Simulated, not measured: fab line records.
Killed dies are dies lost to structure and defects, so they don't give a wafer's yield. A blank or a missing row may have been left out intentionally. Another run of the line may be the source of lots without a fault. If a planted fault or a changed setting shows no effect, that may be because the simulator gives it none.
Chamber matching / flow nand_harc / cmp-03 running NHARC_P_M0_CMP_23: 4 sister chambers
The step polishes, t overpolish 20 s, target thk 117.54 nm. 4 wafers are shown with their chamber, then 7 later ones without.

== WAFERS WITH THEIR CHAMBER ==
wafer=L884.2; chamber=0; time_to_endpoint_s (s)=24
wafer=L900.5; chamber=2; time_to_endpoint_s (s)=34
wafer=L904.1; chamber=3; time_to_endpoint_s (s)=26
wafer=L904.3; chamber=1; time_to_endpoint_s (s)=30

== WAFERS MISSING THEIR CHAMBER ==
wafer=L904.4; time_to_endpoint_s (s)=26
wafer=L906.3; time_to_endpoint_s (s)=29
wafer=L906.5; time_to_endpoint_s (s)=27
wafer=L906.6; time_to_endpoint_s (s)=21
wafer=L907.1; time_to_endpoint_s (s)=28
wafer=L907.3; time_to_endpoint_s (s)=26
wafer=L907.4; time_to_endpoint_s (s)=34

== EACH ONE'S CHAMBER ==
wafer=L904.4; from the rows above=can't be placed: 3 or 0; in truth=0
wafer=L906.3; from the rows above=can't be placed: 1 or 3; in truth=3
wafer=L906.5; from the rows above=can't be placed: 3 or 0 or 1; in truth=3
wafer=L906.6; from the rows above=can't be placed: 0 or 3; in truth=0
wafer=L907.1; from the rows above=can't be placed: 1 or 3 or 0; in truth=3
wafer=L907.3; from the rows above=can't be placed: 3 or 0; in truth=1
wafer=L907.4; from the rows above=2; in truth=2
Correctly placed: 1 of 7. These rows do not allow placing 6 (true chamber among the candidates in 5). Placed wrongly: 0.
How it was worked out, from the rows above alone: a wafer's distance from a chamber is the root of the sum, over the readings, of the square of ((its reading less the chamber's mean) divided by the reading's scatter). The wafer belongs to the nearest chamber; if the next one is less than 2 further off, it can't be placed. The mean given for a chamber averages the wafers shown for that chamber. The scatter: root of mean squared gap, hidden wafer to nearest shown wafer, with one shown wafer a chamber.
